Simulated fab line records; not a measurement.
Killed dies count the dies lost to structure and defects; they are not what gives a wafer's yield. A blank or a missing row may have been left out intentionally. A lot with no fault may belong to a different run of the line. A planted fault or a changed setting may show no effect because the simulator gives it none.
Which tool did it? | flow nand-harc | 36 wafers from 12 lots sampled at 5 of the route's 1159 steps

WHAT THE GAUGES READ, wafer by wafer
NHARC_END_SORT_01.
lot  | measured     | on        | killed-at-array | killed-at-other | killed-at-periphery | killed-dies | killed-open | killed-short
L309 | day 20 06:23 | prober-01 | 31 32 14        | 1 0 2           | 1 2 3               | 33 34 19    | 6 6 1       | 0 4 3
L311 | day 21 00:19 | prober-02 | 9 19 16         | 0 2 4           | 2 2 1               | 11 23 21    | 4 4 4       | 2 3 4
L315 | day 21 00:04 | prober-01 | 30 21 36        | 1 1 0           | 0 1 3               | 31 23 39    | 0 0 5       | 0 0 0
L313 | day 21 14:16 | prober-02 | 9 10 11         | 2 0 0           | 4 4 4               | 15 14 15    | 2 2 3       | 0 3 1
L316 | day 21 21:18 | prober-02 | 30 30 37        | 0 0 0           | 5 1 2               | 35 31 39    | 5 4 6       | 2 3 5
L320 | day 21 21:55 | prober-01 | 18 13 29        | 2 1 0           | 1 3 1               | 21 17 30    | 5 5 9       | 3 1 0
L324 | day 23 15:56 | prober-02 | 676 676 675     | 0 0 0           | 1 1 2               | 677 677 677 | 4 4 4       | 1 4 2
L323 | day 23 15:56 | prober-01 | 676 673 673     | 0 2 1           | 1 2 3               | 677 677 677 | 2 5 3       | 0 1 4

WHAT TOOL EACH LOT RAN ON (gives the tool, then ch and the chambers of the sampled wafers, and finally the start)
lot  | NHARC_A_STAIRCASE_STRIP_446          | NHARC_A_STAIRCASE_ETCHBACK_422     | NHARC_A_SGD_CUT_DEP_00          | NHARC_A_SGD_CUT_ETCH_16
L309 | plasma-asher-01 ch 0,1, day 14 03:56 | rie-diel-10 ch 1,2,3, day 14 05:19 | pecvd-02 ch 0,2, day 14 06:38   | rie-diel-08 ch 1,2, day 14 07:59
L308 | plasma-asher-02 ch 0,1, day 14 04:04 | rie-diel-10 ch 0,1,2, day 14 05:26 | pecvd-03 ch 0,1,2, day 14 06:45 | rie-diel-03 ch 0,1,3, day 14 08:15
L310 | plasma-asher-01 ch 0,1, day 14 19:37 | rie-diel-10 ch 0,2,3, day 14 20:57 | pecvd-01 ch 0,2, day 14 22:17   | rie-diel-09 ch 1,3, day 14 23:46
L311 | plasma-asher-01 ch 0,1, day 15 04:59 | rie-diel-11 ch 0,1, day 15 06:10   | pecvd-01 ch 0,1,2, day 15 07:35 | rie-diel-08 ch 0,1, day 15 08:51
L315 | plasma-asher-01 ch 0,1, day 15 12:45 | rie-diel-13 ch 0,1,3, day 15 14:15 | pecvd-03 ch 0,1,2, day 15 15:52 | rie-diel-03 ch 1,2,3, day 15 17:20
L313 | plasma-asher-01 ch 1, day 16 00:01   | rie-diel-13 ch 0,3, day 16 01:27   | pecvd-03 ch 0,1,2, day 16 02:54 | rie-diel-08 ch 1,2, day 16 04:23
L316 | plasma-asher-01 ch 0,1, day 16 06:54 | rie-diel-10 ch 1,2,3, day 16 08:19 | pecvd-03 ch 0,1,2, day 16 09:40 | rie-diel-08 ch 1,2,3, day 16 11:03
L320 | plasma-asher-01 ch 0,1, day 16 21:20 | rie-diel-10 ch 0,1,2, day 16 22:41 | pecvd-01 ch 1,2, day 17 00:02   | rie-diel-03 ch 0,1,3, day 17 01:24
L324 | plasma-asher-01 ch 0,1, day 18 05:17 | rie-diel-11 ch 1,3, day 18 06:35   | pecvd-01 ch 0,1,2, day 18 08:11 | rie-diel-03 ch 0,2,3, day 18 09:32
L323 | plasma-asher-01 ch 0,1, day 18 05:31 | rie-diel-11 ch 2,3, day 18 06:52   | pecvd-01 ch 1,2, day 18 08:30   | rie-diel-08 ch 0,1,3, day 18 09:58
L328 | plasma-asher-02 ch 0,1, day 19 07:22 | rie-diel-10 ch 0,1,3, day 19 08:43 | pecvd-01 ch 0,1,2, day 19 10:08 | rie-diel-09 ch 0,2,3, day 19 11:37
L329 | plasma-asher-02 ch 0,1, day 20 03:48 | rie-diel-11 ch 1,3, day 20 05:05   | pecvd-03 ch 0,2, day 20 06:25   | rie-diel-09 ch 0,1,3, day 20 07:47
- NHARC_A_STAIRCASE_STRIP_446: strips in O2.
- NHARC_A_STAIRCASE_ETCHBACK_422: etches the open film in CH3F/O2, target depth 40 nm, time 74.286 s.
- NHARC_A_SGD_CUT_DEP_00: deposits SiNx, target thk 50 nm.
- NHARC_A_SGD_CUT_ETCH_16: etches the open film in C4F8/O2/Ar, target depth 310.5 nm, time 155.2 s.

AS READ BY THE TOOLS THEMSELVES (means over the sampled wafers that have a number; for cases with no such wafer, the mark the record gives instead)
NHARC_A_STAIRCASE_STRIP_446.
lot  | tool            | drypump-motor-current-A (A) | heater-power-w (W)
L309 | plasma-asher-01 | 5.61                        | 307
L308 | plasma-asher-02 | 5.56                        | 333
L310 | plasma-asher-01 | 5.65                        | 327
L311 | plasma-asher-01 | 5.60                        | 306
L315 | plasma-asher-01 | 5.66                        | 329
L313 | plasma-asher-01 | 5.74                        | 351
L316 | plasma-asher-01 | 5.68                        | 323
L320 | plasma-asher-01 | 5.59                        | 306
L324 | plasma-asher-01 | 5.66                        | 331
L323 | plasma-asher-01 | 5.59                        | 307
L328 | plasma-asher-02 | 5.82                        | 323
L329 | plasma-asher-02 | 5.57                        | 331

NHARC_A_STAIRCASE_ETCHBACK_422.
lot  | tool        | bias-w (W) | ch3f-flow-sccm (sccm) | drypump-motor-current-A (A) | oes-product-au (a.u.) | rf-vpp-V (V) | showerhead-plenum-p-Torr (Torr) | throttle-valve-pct (%)
L309 | rie-diel-10 | 99.91      | 50.12                 | 6.0                         | 1.00                  | 243.3        | 2.39                            | 20.659
L308 | rie-diel-10 | 100.04     | 50.15                 | 6.1                         | 0.93                  | 243.7        | 2.42                            | 20.668
L310 | rie-diel-10 | 99.88      | 49.95                 | 5.9                         | 0.93                  | 245.1        | 2.49                            | 20.665
L311 | rie-diel-11 | 99.55      | 49.92                 | 5.8                         | 0.99                  | 243.2        | 2.42                            | 20.658
L315 | rie-diel-13 | 99.87      | 50.01                 | 5.3                         | 1.01                  | 244.0        | 2.45                            | 20.667
L313 | rie-diel-13 | 100.47     | 49.95                 | 5.1                         | 0.94                  | 245.1        | 2.54                            | 20.665
L316 | rie-diel-10 | 100.08     | 49.89                 | 6.0                         | 1.01                  | 245.5        | 2.51                            | 20.670
L320 | rie-diel-10 | 100.25     | 49.98                 | 6.1                         | 1.00                  | 245.3        | 2.54                            | 20.658
L324 | rie-diel-11 | 99.65      | 49.87                 | 5.4                         | 1.01                  | 243.2        | 2.34                            | 20.656
L323 | rie-diel-11 | 99.98      | 50.09                 | 6.1                         | 1.00                  | 243.6        | 2.43                            | 20.665
L328 | rie-diel-10 | 99.83      | 49.93                 | 6.2                         | 0.92                  | 245.6        | 2.58                            | 20.662
L329 | rie-diel-11 | 100.34     | 50.00                 | 5.7                         | 1.00                  | 243.5        | 2.36                            | 20.664

NHARC_A_SGD_CUT_DEP_00.
lot  | tool     | heater-power-outer-w (W) | heater-power-w (W)
L309 | pecvd-02 | 505                      | 861
L308 | pecvd-03 | 462                      | 764
L310 | pecvd-01 | 392                      | 705
L311 | pecvd-01 | 418                      | 731
L315 | pecvd-03 | 439                      | 728
L313 | pecvd-03 | 459                      | 765
L316 | pecvd-03 | 439                      | 734
L320 | pecvd-01 | 395                      | 650
L324 | pecvd-01 | 445                      | 735
L323 | pecvd-01 | 407                      | 687
L328 | pecvd-01 | 469                      | 798
L329 | pecvd-03 | 480                      | 797

NHARC_A_SGD_CUT_ETCH_16.
lot  | tool        | bias-w (W) | chamber-pressure-mTorr (mTorr) | oes-product-au (a.u.) | rf-vpp-V (V)
L309 | rie-diel-08 | 799.1      | 25.020                         | 0.982                 | 725
L308 | rie-diel-03 | 802.0      | 25.001                         | 0.973                 | 727
L310 | rie-diel-09 | 800.1      | 24.981                         | 0.987                 | 727
L311 | rie-diel-08 | 797.5      | 25.009                         | 0.968                 | 719
L315 | rie-diel-03 | 799.7      | 24.994                         | 0.964                 | 725
L313 | rie-diel-08 | 801.5      | 25.019                         | 0.969                 | 722
L316 | rie-diel-08 | 800.5      | 24.996                         | 0.999                 | 723
L320 | rie-diel-03 | 797.8      | 25.027                         | 0.972                 | 726
L324 | rie-diel-03 | -          | -                              | -                     | -
L323 | rie-diel-08 | -          | -                              | -                     | -
L328 | rie-diel-09 | 801.9      | 24.992                         | 0.982                 | 729
L329 | rie-diel-09 | 798.9      | 24.997                         | 0.972                 | 728

THE ANSWER, worked out from the rows above alone
Rule: the lots themselves supply what counts as usual. Put in order of their means at a reading, lots are off if they are a third of the lots or fewer, leave a main group of 4 or more, and stand apart from it by a gap of 3 or more times the standard deviation of the main group's means; of several such gaps the widest counts. A main group whose means are all the same, to the digits that the tables above print for the reading, isn't used. Also off: a lot with no number at a reading for which 4 or more lots have one. Where the step has rows for the other lots, those lots are counted as sound. Order of review: gauges by route order, followed by the tools' own readings, for which a lot's mean as printed above is used. The first step at which some lot is off is used, and at that step the reading that is off furthest; a lot without a number counts as furthest.
Off, at NHARC_END_SORT_01 on killed-dies: L324, L323. Main group: mean 25, sd 7.1. Neither off nor sound, because the step has no rows for them: L308, L310, L328, L329.
A tool fits if, at a process step before that reading, it ran every lot that is off, and no sound lot after the first of them. Not tried: the gauges at NHARC_END_SORT_01; whatever is off there is also off at NHARC_A_SGD_CUT_ETCH_16, on other tools, and gauge error can't account for it. Can't be told from this: 3 tools fit, plasma-asher-01 at NHARC_A_STAIRCASE_STRIP_446, rie-diel-11 at NHARC_A_STAIRCASE_ETCHBACK_422, pecvd-01 at NHARC_A_SGD_CUT_DEP_00.

WHAT THE SIMULATOR HAD INSERTED
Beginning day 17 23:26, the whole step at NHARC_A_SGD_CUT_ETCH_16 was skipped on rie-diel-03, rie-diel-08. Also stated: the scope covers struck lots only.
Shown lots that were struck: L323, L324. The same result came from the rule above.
